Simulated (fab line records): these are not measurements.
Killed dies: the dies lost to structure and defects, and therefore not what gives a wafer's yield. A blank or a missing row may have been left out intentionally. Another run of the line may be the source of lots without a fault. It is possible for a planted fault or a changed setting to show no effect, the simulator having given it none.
Matching of chambers | flow n5-finfet | 3 sister chambers for N5_FIN_SAQP_HM_DEP_72 on pecvd-01
The step deposits SiO2 from SiH4/N2O, target thk 12 nm, time 7.2 s. 6 wafers are shown with their chamber, then 9 later ones without.

== WAFERS, EACH WITH ITS CHAMBER ==
wafer  | chamber | showerhead-plenum-p-Torr (Torr) | heater-power-w (W)
L083.5 | 1       | 8.01                            | 964
L085.2 | 0       | 8.10                            | 770
L085.4 | 0       | 8.13                            | 739
L086.3 | 2       | 8.35                            | 765
L086.4 | 2       | 8.34                            | 751
L086.6 | 1       | 8.00                            | 1001

== WAFERS WITHOUT THEIR CHAMBER ==
wafer  | showerhead-plenum-p-Torr (Torr) | heater-power-w (W)
L093.2 | 8.36                            | 729
L093.5 | 8.12                            | 707
L093.6 | 8.04                            | 921
L094.2 | 8.13                            | 824
L094.4 | 8.12                            | 842
L094.5 | 8.01                            | 969
L096.3 | 8.12                            | 765
L096.5 | 8.12                            | 792
L096.6 | 8.01                            | 947

== EACH ONE'S CHAMBER ==
wafer  | from the rows above | in truth
L093.2 | 2                   | 2
L093.5 | 0                   | 0
L093.6 | 1                   | 1
L094.2 | 0                   | 0
L094.4 | 0                   | 0
L094.5 | 1                   | 1
L096.3 | 0                   | 0
L096.5 | 0                   | 0
L096.6 | 1                   | 1
9 of 9 placed correctly. From these rows, 0 cannot be placed. Number placed wrongly: 0.
How it was worked out, from the rows above alone: a wafer's distance from a chamber is the root of the sum, over the readings, of the square of ((its reading less the chamber's mean) divided by the reading's scatter). If the next closest chamber is less than 2 further off than the closest, the wafer can't be placed; otherwise it belongs to the closest. Each chamber's mean is taken over the wafers shown for it. The scatter: the root of (the sum of the squares of (reading less its chamber's mean) over the shown wafers, divided by (wafers less chambers)).
